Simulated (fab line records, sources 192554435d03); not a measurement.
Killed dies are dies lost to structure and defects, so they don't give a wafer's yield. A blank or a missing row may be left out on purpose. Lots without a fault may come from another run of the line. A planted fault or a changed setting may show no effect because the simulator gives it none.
A struck lot beside a sound one | flow n5_finfet | 17 steps out of a route of 1938
Sound: wafers L794.1, L794.2, L794.5. Struck: wafers L783.4, L783.5, L783.6. The cause comes at the end.
At each step with rows: each side's tool, then ch and its chambers, then its first start. Under that, the readings that differ: sound wafers | struck wafers | difference of the means | sigmas: that difference in standard deviations of wafers without a fault.
alike: readings whose means differ by less than 2 such deviations, and words and numbers that are the same on both sides. not compared: withheld readings, readings that some wafer has no value for, bounds like >300 that may hide the same value, and numbers for which the record gives no deviation and whose values overlap.
The two part at a step that has a row with sigmas, a row that says differs or no value, or rows on one side only. Numbers that don't overlap but have no deviation are shown without sigmas and don't part them. A reading that every wafer of one side lacks parts them only if that side has two wafers or more.

N5_BEOL_M1_ANNEAL_82: time 240 s.
  sound on pvd_sputter-02, day 10 09:35; struck on pvd_sputter-03, day 7 17:52
  alike: heater_power_w
then, 3 steps without rows for these wafers: N5_BEOL_M1_SPUTTER_86 (material Cu, target thk 4.5 nm, time 8.29 s); N5_BEOL_M1_ANNEAL_87 (time 240 s); N5_BEOL_M1_SPUTTER_88 (material Cu, target thk 4.5 nm, time 8.29 s).
N5_BEOL_M1_ANNEAL_89: time 240 s.
  sound on pvd_sputter-02, day 10 10:02; struck on pvd_sputter-03, day 7 18:19
  alike: heater_power_w
N5_BEOL_M1_SPUTTER_90: material Cu, target thk 4.5 nm, time 8.29 s.
  sound on pvd_sputter-02, day 10 10:10; struck on pvd_sputter-03, day 7 18:27
  alike: throttle_valve_pct
N5_BEOL_M1_ANNEAL_91: time 240 s.
  sound on pvd_sputter-02, day 10 10:15; struck on pvd_sputter-03, day 7 18:32
  alike: heater_power_w
then, 1 step without rows for these wafers: N5_BEOL_M1_SPUTTER_92 (material Cu, target thk 4.5 nm, time 8.29 s).
N5_BEOL_M1_ANNEAL_93: time 240 s.
  sound on pvd_sputter-02, day 10 10:28; struck on pvd_sputter-03, day 7 18:45
  alike: heater_power_w
then, 3 steps without rows for these wafers: N5_BEOL_M1_SPUTTER_94 (material Cu, target thk 4.5 nm, time 8.29 s); N5_BEOL_M1_ANNEAL_95 (time 240 s); N5_BEOL_M1_SPUTTER_96 (material Cu, target thk 4.5 nm, time 8.29 s).
N5_BEOL_M1_ECD_50: material Cu, target thk 300 nm.
  sound on ecd_cu-02 ch 0,1, day 10 10:57; struck on ecd_cu-01 ch 0,1, day 7 19:15
  reading                                | sound           | struck            | difference | sigmas
  model.Cu_of_BEOL_M1_ECD_50.thk_nm (nm) | 297.4 301 301.8 | 162.2 160.4 161.8 | -138.6     |
then, 1 step without rows for these wafers: N5_BEOL_M1_ANNEAL_51 (time 90 s).
N5_BEOL_M1_CMP_52: polishes, stops on SiOC, t overpolish 6.8 s, target thk 40 nm.
  sound on cmp-01 ch 0,3, day 10 11:45; struck on cmp-01 ch 0,1,3, day 7 19:41
  reading                | sound    | struck   | difference | sigmas
  time_to_endpoint_s (s) | 67 64 67 | 31 38 34 | -32        | -7
  alike: edge_zone_pressure_frac, motor_current_A, slurry_flow_ml_min
N5_BEOL_M1_THK_MEAS_53: measures by xrf.
  sound on film_metro-02, day 10 12:01; struck on film_metro-02, day 7 19:55
  alike: M1_THK
N5_BEOL_M4_RC_MEAS_101:
  sound on prober-02 ch 0, day 12 07:00; struck on prober-01 ch 0, day 9 11:53
  reading       | sound          | struck         | difference | sigmas
  DIBL_N (mV/V) | 37.6 39.6 40.1 | 34.7 33.2 35.5 | -4.6       | -2
  ION_P (uA/um) | 485 473 473    | 466 448 460    | -19        | -2
  alike: DIBL_P, IOFF_N, IOFF_P, ION_N, SS_N, SS_P, VT_N, VT_P

WHERE THEY PART
First at N5_BEOL_M1_CMP_52; last, within this record, at N5_BEOL_M4_RC_MEAS_101.

WHY: what the simulator had put in
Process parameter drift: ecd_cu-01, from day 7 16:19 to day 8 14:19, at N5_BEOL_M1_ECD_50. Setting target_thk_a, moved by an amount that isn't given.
